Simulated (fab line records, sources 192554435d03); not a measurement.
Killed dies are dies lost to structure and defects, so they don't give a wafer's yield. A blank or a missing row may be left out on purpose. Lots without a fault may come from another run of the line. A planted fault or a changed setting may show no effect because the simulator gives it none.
Chamber matching | flow n5_finfet | N5_BEOL_M1_PRE_CLEAN_60 on cvd_co-02: 3 sister chambers
The step time 15 s. 6 wafers are shown with their chamber, then 8 later ones without.

WAFERS WITH THEIR CHAMBER
wafer  | chamber | heater_power_w (W)
L076.6 | 2       | 129
L080.4 | 0       | 82
L082.3 | 0       | 84
L087.3 | 2       | 133
L087.5 | 1       | 102
L089.1 | 1       | 103

WAFERS WITHOUT THEIR CHAMBER
wafer  | heater_power_w (W)
L089.5 | 83
L089.6 | 102
L091.3 | 83
L091.4 | 83
L091.6 | 136
L097.1 | 83
L097.2 | 106
L097.3 | 137

WHICH CHAMBER EACH WENT THROUGH
wafer  | from the rows above | in truth
L089.5 | 0                   | 0
L089.6 | 1                   | 1
L091.3 | 0                   | 0
L091.4 | 0                   | 0
L091.6 | 2                   | 2
L097.1 | 0                   | 0
L097.2 | 1                   | 1
L097.3 | 2                   | 2
Placed correctly: 8 of 8. Can't be placed from these rows: 0. Placed wrongly: 0.
How it was worked out, from the rows above alone: a wafer's distance from a chamber is the root of the sum, over the readings, of the square of ((its reading less the chamber's mean) divided by the reading's scatter). The wafer belongs to the nearest chamber; if the next one is less than 2 further off, it can't be placed. A chamber's mean is the mean of its shown wafers. The scatter: the root of (the sum of the squares of (reading less its chamber's mean) over the shown wafers, divided by (wafers less chambers)).
